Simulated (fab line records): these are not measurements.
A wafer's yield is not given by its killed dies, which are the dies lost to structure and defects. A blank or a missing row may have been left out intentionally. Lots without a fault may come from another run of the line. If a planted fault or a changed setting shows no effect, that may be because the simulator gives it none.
fab line records	flow n5-finfet
[record] lots = 7	wafers = 18	last-day = 17
route steps=1938 shown BEOL_M6@1200
lots that met no fault: from a run of the same line without faults
start-h: hours from the record's first day to the start of the lot's first wafer shown	wait-h: hours since the lot's step before	" identical to the entry in the row above	L1.1+2: a single row standing in for several wafers	- value missing, or start not given	* or withheld: withheld	< > ~ a bound
route shown NAME@n: a module of which the file shows steps, and the number in the route of the first	usual: average and standard deviation across the fault-free wafers	same: alike in all rows	chamber/n: place in a boat	sites: per-site readings	_std_site: how widely they spread, as a standard deviation	_edge_site: inner sites' mean taken away from outer sites' mean	radius-mm: for every site, how far away it sits from the centre of the wafer	mask NAME#n: copy n	behind: tool/chamber where the wafer was last shaped	hold: why the lot was held/for how many hours/how that ended	device: the n, p or np transistor that did not switch	end of line: tests run on the same wafers once the route is complete	step lacking rows: just its recipe	killed: the dies lost at the first sort to structure and to defects; this is not the yield of the wafer	map: a wafer's dies, marking killed ones x, the rest . and places with no die _
set.NAME: the run value of the setting; set.NAME@STEP: its run value at that earlier step	model.NAME: the simulator's own value behind a step, which no gauge read
certain route steps with their lots: each step a table, each wafer a row
services: the hour from which a tool's chamber was out of use, counted from the record's first day as start-h (under 0 if before that day), plus the number of hours and why
[[steps]]
[step N5_BEOL_M6_COAT_60]
[recipe] resist = SiARC	temp-c = 220	time-s = 60	spin-rpm = 1500	resist-thk-nm = 35
[step N5_BEOL_M6_COAT_05]
[recipe] resist = CAR-ArF	spin-rpm = 1500	resist-thk-nm = 90
[step N5_BEOL_M6_EBR_07]
[recipe] solvent = PGMEA	ebr-width-mm = 1.5
[step N5_BEOL_M6_SOFTBAKE_06]
[recipe] temp-c = 110	time-s = 60	resist = CAR-ArF
[step N5_BEOL_M6_EXPOSE_08]
[recipe] mask-id = M6	na = 1.35	source-shape = dipole	sigma-inner = 0.817	sigma-outer = 0.97	polarization = te	dose-mj = 68.25
[step N5_BEOL_M6_PEB_09]
[recipe] peb-temp-c = withheld	peb-time-s = 60	resist = CAR-ArF
[step N5_BEOL_M6_DEVELOP_10]
[recipe] develop-time-s = 30	developer = TMAH	resist = CAR-ArF	rinse-liquid = diw	dry = air-spin	dev-temp-c = 23
[step N5_BEOL_M6_CD_MEAS_11]
[recipe] target-cd-nm = 38.5	landing-energy-ev = 500	detector = se-inlens	polarity = opening
[usual] cd-nm = 38.1/0.68
lot.wafer	tool	chamber	start-h	wait-h	cd-nm
L980.1	cd-sem-01	0	191.48	-	39.3
L980.2	"	0	"	"	38.8
L980.4	"	0	"	"	38.5
L986.1	cd-sem-01	0	232.42	-	39.5
L986.4	"	0	"	"	37.9
L986.6	"	0	"	"	38.2
L987.1	cd-sem-02	0	236.74	-	37.7
L987.3	"	0	"	"	38.1
L989.3	cd-sem-02	0	252.39	-	38.0
L989.6	"	0	"	"	38.0
L991.3	cd-sem-02	0	269.96	-	38.0
L991.5	"	0	"	"	38.3
L991.6	"	0	"	"	38.2
L993.3	cd-sem-03	0	279.03	-	37.1
L993.6	"	0	"	"	37.9
L998.2	cd-sem-01	0	307.17	-	37.6
L998.3	"	0	"	"	38.0
L998.4	"	0	"	"	37.9
[step N5_BEOL_M6_OVL_MEAS_12]
[recipe] points-per-wafer = 44
[usual] M6_OVL = 0.1/0.81
[same] points-per-wafer = 44
lot.wafer	tool	chamber	start-h	wait-h	M6_OVL[nm]
L980.1	overlay-02	0	191.51	0.0	0.0
L980.2	"	0	"	"	0.7
L980.4	"	0	"	"	-0.4
L986.1	overlay-02	0	232.45	0.0	1.4
L986.4	"	0	"	"	3.1
L986.6	"	0	"	"	1.2
L987.1	overlay-02	0	236.77	0.0	0.3
L987.3	"	0	"	"	0.0
L989.3	overlay-02	0	252.42	0.0	-0.1
L989.6	"	0	"	"	0.0
L991.3	overlay-01	0	269.99	0.0	0.4
L991.5	"	0	"	"	1.2
L991.6	"	0	"	"	1.1
L993.3	overlay-02	0	279.06	0.0	-1.0
L993.6	"	0	"	"	-1.2
L998.2	overlay-02	0	307.20	0.0	0.0
L998.3	"	0	"	"	0.8
L998.4	"	0	"	"	0.8
[step N5_BEOL_M6_INSPECT_13]
[recipe] mode = adi	inspect-instrument = brightfield
[usual] raw-defect-count = 391/88
lot.wafer	tool	chamber	start-h	wait-h	raw-defect-count
L980.1	defect-inspect-01	-	191.53	0.0	560
L980.2	"	-	"	"	381
L980.4	"	-	"	"	392
L986.1	defect-inspect-01	-	232.47	0.0	371
L986.4	"	-	"	"	442
L986.6	"	-	"	"	210
L987.1	defect-inspect-01	-	236.80	0.0	455
L987.3	"	-	"	"	553
L989.3	defect-inspect-01	-	252.44	0.0	393
L989.6	"	-	"	"	432
L991.3	defect-inspect-02	-	270.01	0.0	327
L991.5	"	-	"	"	399
L991.6	"	-	"	"	356
L993.3	defect-inspect-01	-	279.08	0.0	627
L993.6	"	-	"	"	549
L998.2	defect-inspect-02	-	307.22	0.0	560
L998.3	"	-	"	"	465
L998.4	"	-	"	"	520
[step N5_BEOL_M6_DESCUM_16]
[recipe] chemistry = O2	time-s = 7.9	source-power-w = 50	bias-power-w = 20	pressure-mtorr = 20	rf-frequency-hz = 2.712e+07	temp-c = 40	resist = CAR-ArF	o2-flow-sccm = 225
[usual] drypump-motor-current-A = 5.5/0.38	oes-product-au = 0.80/0.084	rf-vpp-V = 243.1/1.4	showerhead-plenum-p-Torr = 2.09/0.083	throttle-valve-pct = 20.4/0.31
lot.wafer	tool	chamber	start-h	wait-h	drypump-motor-current-A	oes-product-au	rf-hours-counter-h	rf-vpp-V	showerhead-plenum-p-Torr	throttle-valve-pct
L980.1	rie-diel-01	2	191.57	0.0	5.4	0.83	74	241.7	2.16	20.7
L980.2	"	3	"	"	5.9	0.70	210	243.3	2.19	20.7
L980.4	"	1	"	"	5.2	0.76	156	244.0	2.07	20.4
L986.1	rie-diel-05	3	232.50	0.0	5.0	0.70	237	242.6	2.15	20.5
L986.4	"	0	"	"	4.8	0.70	213	240.7	1.96	20.4
L986.6	"	3	"	"	5.0	0.69	-	243.6	2.15	20.5
L987.1	rie-diel-01	2	236.88	0.1	5.4	0.81	93	243.8	2.15	20.7
L987.3	"	0	"	"	6.0	0.90	61	241.8	2.01	20.1
L989.3	rie-diel-01	0	252.47	0.0	6.0	0.88	66	241.4	2.01	20.1
L989.6	"	1	"	"	5.2	0.74	-	244.3	2.06	20.4
L991.3	rie-diel-04	1	270.25	0.2	5.6	0.94	25	245.3	2.20	20.1
L991.5	"	2	"	"	5.7	0.92	-	244.1	2.12	20.4
L991.6	"	3	"	"	5.1	0.86	-	243.6	2.14	19.9
L993.3	rie-diel-01	0	279.11	0.0	6.0	0.86	70	242.7	2.01	20.1
L993.6	"	1	"	"	5.2	0.73	-	242.0	2.06	20.5
L998.2	rie-diel-04	1	307.63	0.4	5.6	0.92	36	245.6	2.19	20.1
L998.3	"	0	"	"	6.0	0.83	58	243.7	2.12	20.2
L998.4	"	2	"	"	5.7	0.87	30	243.2	2.11	20.4
[step N5_BEOL_M6_ETCH_61]
[recipe] chemistry = CF4	target = SiARC	target-depth-a = 455	mask-material = CAR-ArF	time-s = 75.8	ion-energy-ev = 80	pressure-mtorr = 40	source-w = 545	bias-w = 36	Ar_flow_sccm = 100	cf4-flow-sccm = 100	ends = cleared
[usual] drypump-motor-current-A = 5.5/0.38	etch-rf-on-time-s = 77.0/3	oes-product-au = 0.68/0.07	rf-vpp-V = 184.0/1.2	showerhead-plenum-p-Torr = 2.14/0.071	throttle-valve-pct = 15.55/0.27
lot.wafer	tool	chamber	start-h	wait-h	drypump-motor-current-A	etch-rf-on-time-s	oes-product-au	rf-hours-counter-h	rf-vpp-V	showerhead-plenum-p-Torr	throttle-valve-pct
L980.1	rie-diel-01	2	191.60	0.0	5.4	74.0	0.72	74	184.3	2.16	15.46
L980.2	"	3	"	"	5.9	78.6	0.59	210	185.6	2.20	15.75
L980.4	"	1	"	"	5.2	77.6	0.62	156	184.0	2.13	15.68
L986.1	rie-diel-05	3	232.54	0.0	5.0	72.4	0.60	237	184.2	2.19	15.78
L986.4	"	0	"	"	4.9	74.7	0.60	213	184.6	2.04	15.88
L986.6	"	3	"	"	5.0	72.9	0.60	-	186.6	2.19	15.79
L987.1	rie-diel-01	2	236.92	0.0	5.4	74.8	0.70	93	184.3	2.16	15.49
L987.3	"	0	"	"	6.0	78.5	0.73	61	183.4	2.09	15.43
L989.3	rie-diel-01	0	252.51	0.0	6.0	79.0	0.73	66	183.5	2.09	15.42
L989.6	"	1	"	"	5.2	79.1	0.61	-	184.9	2.12	15.73
L991.3	rie-diel-04	1	270.29	0.0	5.6	78.2	0.77	25	184.5	2.27	15.35
L991.5	"	2	"	"	5.7	79.2	0.76	-	184.2	2.20	15.67
L991.6	"	3	"	"	5.1	72.5	0.76	-	184.3	2.17	15.07
L993.3	rie-diel-01	0	279.15	0.0	6.0	80.5	0.71	70	182.8	2.09	15.45
L993.6	"	1	"	"	5.2	79.7	0.60	-	183.9	2.12	15.73
L998.2	rie-diel-04	1	307.67	0.0	5.6	78.7	0.75	36	184.9	2.26	15.36
L998.3	"	0	"	"	6.0	79.3	0.70	58	185.0	2.17	15.37
L998.4	"	2	"	"	5.7	79.8	0.74	30	185.6	2.19	15.67
[step N5_BEOL_M6_ETCH_62]
[recipe] chemistry = N2/H2	target = SOC	target-depth-a = 1100	overetch-a = 220	mask-material = SiARC	temp-c = 40	time-s = 165	ion-energy-ev = 200	pressure-mtorr = 30	source-w = 840	bias-w = 150	n2-flow-sccm = 200	h2-flow-sccm = 200
[usual] drypump-motor-current-A = 5.5/0.38	oes-product-au = 0.68/0.068	rf-vpp-V = 523.8/2.7	showerhead-plenum-p-Torr = 2.54/0.091	throttle-valve-pct = 17.76/0.27
lot.wafer	tool	chamber	start-h	wait-h	drypump-motor-current-A	oes-product-au	rf-hours-counter-h	rf-vpp-V	showerhead-plenum-p-Torr	throttle-valve-pct	model.SiARC_of_BEOL_M6_COAT_60.thk-nm	model.BEOL_M6.cd-offset-nm
L980.1	rie-diel-01	2	191.66	0.0	5.4	0.70	74	524.1	2.56	17.56	27.8	0.2
L980.2	"	3	"	"	5.9	0.59	210	526.1	2.63	18.01	28	-0.2
L980.4	"	1	"	"	5.2	0.63	156	523.3	2.54	17.90	28.6	0.6
L986.1	rie-diel-05	3	232.59	0.0	5.0	0.59	237	524.6	2.60	17.75	28.2	1.2
L986.4	"	0	"	"	4.9	0.58	214	521.1	2.43	18.10	28.6	-0.6
L986.6	"	3	"	"	5.0	0.57	-	524.4	2.60	17.77	28.2	0.2
L987.1	rie-diel-01	2	236.97	0.0	5.4	0.69	93	524.2	2.55	17.60	27.8	-0.8
L987.3	"	0	"	"	6.0	0.74	61	521.8	2.46	17.55	24.6	0.8
L989.3	rie-diel-01	0	252.56	0.0	6.0	0.74	66	522.9	2.46	17.56	24.8	0.8
L989.6	"	1	"	"	5.2	0.62	-	524.3	2.52	17.94	28.8	0.2
L991.3	rie-diel-04	1	270.34	0.0	5.6	0.78	25	527.9	2.72	17.73	28.6	0.2
L991.5	"	2	"	"	5.7	0.77	-	526.6	2.57	17.68	28.4	-0.4
L991.6	"	3	"	"	5.1	0.73	-	522.7	2.61	17.40	28.4	-0.2
L993.3	rie-diel-01	0	279.21	0.0	6.0	0.73	70	522.1	2.45	17.57	24.6	0
L993.6	"	1	"	"	5.2	0.62	-	522.6	2.52	17.94	28.8	-0.2
L998.2	rie-diel-04	1	307.72	0.0	5.6	0.76	37	527.9	2.72	17.76	28.8	-0.4
L998.3	"	0	"	"	6.0	0.71	58	525.0	2.58	17.53	28.6	-1
L998.4	"	2	"	"	5.7	0.75	30	525.4	2.56	17.72	28.6	-0.8
[step N5_BEOL_M6_STRIP_68]
[recipe] chemistry = N2/H2	temp-c = 40	n2-flow-sccm = 200	h2-flow-sccm = 200	rf-frequency-hz = 6e+07
[step N5_BEOL_M6_STRIP_67]
[recipe] chemistry = CF4	resist = SiARC	power-w = 300	bias-power-w = 75	pressure-mtorr = 50	cf4-flow-sccm = 150	rf-frequency-hz = 6e+07
[usual] drypump-motor-current-A = 5.5/0.38	oes-product-au = 0.80/0.08	rf-vpp-V = 271.2/1.7	showerhead-plenum-p-Torr = 1.79/0.053	throttle-valve-pct = 13.51/0.3
lot.wafer	tool	chamber	start-h	wait-h	drypump-motor-current-A	oes-product-au	rf-hours-counter-h	rf-vpp-V	showerhead-plenum-p-Torr	throttle-valve-pct
L980.1	rie-diel-01	2	191.81	0.0	5.4	0.83	74	270.9	1.81	13.39
L980.2	"	3	"	"	5.9	0.70	210	270.5	1.84	13.71
L980.4	"	1	"	"	5.2	0.74	156	273.5	1.78	13.65
L986.1	rie-diel-05	3	232.74	0.0	5.0	0.68	237	272.8	1.85	13.87
L986.4	"	0	"	"	4.9	0.70	214	269.2	1.73	13.94
L986.6	"	3	"	"	5.0	0.68	-	271.2	1.85	13.86
L987.1	rie-diel-01	2	237.12	0.0	5.4	0.81	93	270.7	1.80	13.45
L987.3	"	0	"	"	6.0	0.88	61	269.0	1.76	13.41
L989.3	rie-diel-01	0	252.71	0.0	6.0	0.87	66	269.1	1.76	13.41
L989.6	"	1	"	"	5.2	0.72	-	270.7	1.77	13.72
L991.3	rie-diel-04	1	270.49	0.0	5.6	0.93	25	274.7	1.87	13.23
L991.5	"	2	"	"	5.6	0.90	-	271.6	1.83	13.52
L991.6	"	3	"	"	5.1	0.86	-	272.9	1.82	13.04
L993.3	rie-diel-01	0	279.35	0.0	6.0	0.86	70	270.4	1.76	13.45
L993.6	"	1	"	"	5.2	0.72	-	271.0	1.77	13.73
L998.2	rie-diel-04	1	307.87	0.0	5.6	0.90	37	273.4	1.87	13.25
L998.3	"	0	"	"	6.0	0.83	58	273.1	1.80	13.21
L998.4	"	2	"	"	5.7	0.89	30	271.5	1.83	13.56
[step N5_BEOL_M6_HM_OPEN_17]
[recipe] chemistry = Cl2/BCl3	target-depth-a = 200	overetch-a = 60	target = TiN	mask-material = SOC	ion-energy-ev = 150	pressure-mtorr = 10	icp-w = 1000	bias-w = 126	Cl2_flow_sccm = 53.25	bcl3-flow-sccm = 21.75	Ar_flow_sccm = 25
[usual] drypump-motor-current-A = 5.9/0.43	oes-product-au = 0.65/0.065	throttle-valve-pct = 22.36/0.22
lot.wafer	tool	chamber	start-h	wait-h	drypump-motor-current-A	oes-product-au	rf-hours-counter-h	throttle-valve-pct	model.BEOL_M6.cd-offset-nm
L980.1	rie-metal-02	1	191.85	0.0	6.3	0.69	28	22.43	0.2
L980.2	"	0	"	"	5.9	0.61	75	22.58	-0.4
L980.4	"	0	"	"	6.0	0.61	-	22.56	0.4
L986.1	rie-metal-01	0	232.78	0.0	5.6	0.63	54	22.28	1.4
L986.4	"	0	"	"	5.6	0.63	-	22.28	-0.4
L986.6	"	0	"	"	5.6	0.63	-	22.27	0.4
L987.1	rie-metal-01	0	237.16	0.0	5.6	0.65	54	22.25	-0.6
L987.3	"	1	"	"	4.8	0.67	-	21.96	0.8
L989.3	rie-metal-02	1	252.78	0.1	6.3	0.67	-	22.45	0.6
L989.6	"	0	"	"	5.9	0.60	-	22.58	0.2
L991.3	rie-metal-01	0	270.56	0.1	5.6	0.63	-	22.29	0.6
L991.5	"	1	"	"	4.9	0.66	-	22.00	-0.4
L991.6	"	0	"	"	5.6	0.63	-	22.30	0
L993.3	rie-metal-01	1	279.42	0.1	4.9	0.66	-	22.00	0
L993.6	"	1	"	"	4.9	0.67	-	22.00	-0.2
L998.2	rie-metal-02	1	307.91	0.0	6.3	0.65	39	22.45	-0.6
L998.3	"	0	"	"	5.9	0.60	-	22.57	-1
L998.4	"	1	"	"	6.3	0.66	-	22.45	-0.8
[step N5_BEOL_M6_STRIP_19]
[recipe] chemistry = O2	power-w = 400	temp-c = 40	pressure-mtorr = 30	rf-frequency-hz = 6e+07	bias-power-w = 0	overash-fraction = 0.2	o2-flow-sccm = 225
[usual] drypump-motor-current-A = 5.5/0.36	oes-product-au = 0.80/0.083	rf-vpp-V = 3.7/0.64	showerhead-plenum-p-Torr = 2.09/0.086	throttle-valve-pct = 16.64/0.27
lot.wafer	tool	chamber	start-h	wait-h	drypump-motor-current-A	oes-product-au	rf-hours-counter-h	rf-vpp-V	showerhead-plenum-p-Torr	throttle-valve-pct
L980.1	rie-diel-01	0	191.96	0.1	6.0	0.90	43	3.4	2.02	16.30
L980.2	"	1	"	"	5.2	0.76	156	3.6	2.07	16.67
L980.4	"	2	"	"	5.4	0.83	74	4.2	2.17	16.80
L986.1	rie-diel-01	2	232.93	0.1	5.4	0.81	91	3.4	2.16	16.79
L986.4	"	1	"	"	5.2	0.75	173	3.3	2.07	16.71
L986.6	"	1	"	"	5.2	0.75	-	3.5	2.06	16.74
L987.1	rie-diel-04	0	237.27	0.1	6.0	0.87	33	2.4	2.13	16.39
L987.3	"	3	"	"	5.1	0.87	22	4.4	2.15	16.16
L989.3	rie-diel-04	2	252.86	0.1	5.6	0.92	8	4.1	2.12	16.59
L989.6	"	3	"	"	5.0	0.87	-	4.2	2.15	16.18
L991.3	rie-diel-05	0	270.76	0.2	4.9	0.69	224	3.9	1.96	16.75
L991.5	"	1	"	"	5.6	0.76	-	4.1	2.03	16.51
L991.6	"	2	"	"	5.7	0.74	-	5.2	1.93	17.17
L993.3	rie-diel-04	3	279.54	0.1	5.0	0.85	40	3.3	2.14	16.20
L993.6	"	1	"	"	5.6	0.94	-	3.1	2.20	16.32
L998.2	rie-diel-01	3	308.06	0.1	5.9	0.68	239	4.3	2.18	17.02
L998.3	"	1	"	"	5.2	0.73	196	3.3	2.06	16.76
L998.4	"	0	"	"	6.0	0.85	81	2.4	2.01	16.35
[[services]]
tool	chamber	start-h	hours	kind
rie-metal-01	-	168.05	2.8	pm
rie-diel-01	3	195.47	16.5	repair
rie-diel-04	1	196.86	-	clean
rie-diel-04	1	196.86	-	consumable-replace:focus-ring
rie-diel-04	1	196.86	-	consumable-replace:showerhead
rie-diel-04	1	196.86	14.6	scheduled-down
rie-diel-04	1	196.86	14.6	vent-cycle
rie-diel-04	0	199.60	4.3	repair
rie-diel-04	2	211.62	-	clean
rie-diel-04	2	211.62	-	consumable-replace:focus-ring
rie-diel-04	2	211.62	19.5	scheduled-down
rie-diel-04	2	211.62	19.5	vent-cycle
rie-diel-05	0	245.48	11.8	repair
rie-diel-01	-	259.93	15.6	pm
rie-diel-05	3	266.21	-	clean
rie-diel-05	3	266.21	-	consumable-replace:focus-ring
rie-diel-05	3	266.21	19.3	scheduled-down
rie-diel-05	3	266.21	19.3	vent-cycle
rie-diel-01	1	286.84	1.3	repair
rie-diel-05	3	295.88	15.1	repair
[[key]]
first-sign none at tools or gauges
[model-effect] step = N5_BEOL_M6_ETCH_62	value = SiARC_of_BEOL_M6_COAT_60.thk-nm	without = 28.2	struck = 24.67
[model-effect] step = N5_BEOL_M6_HM_OPEN_17	value = BEOL_M6.cd-offset-nm	without = -1.133	struck = 0.4667
met-at N5_BEOL_M6_ETCH_62
struck-wafers L987.3,L989.3,L993.3
onset-between 191.66 236.97
[fault] kind = process-parameter-drift	tool = rie-diel-01	chamber = -	onset-h = 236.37	steps = N5_BEOL_M6_ETCH_62	channel = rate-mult	offset = 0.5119	shape = step	end-h = 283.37	scope = struck-wafers-only
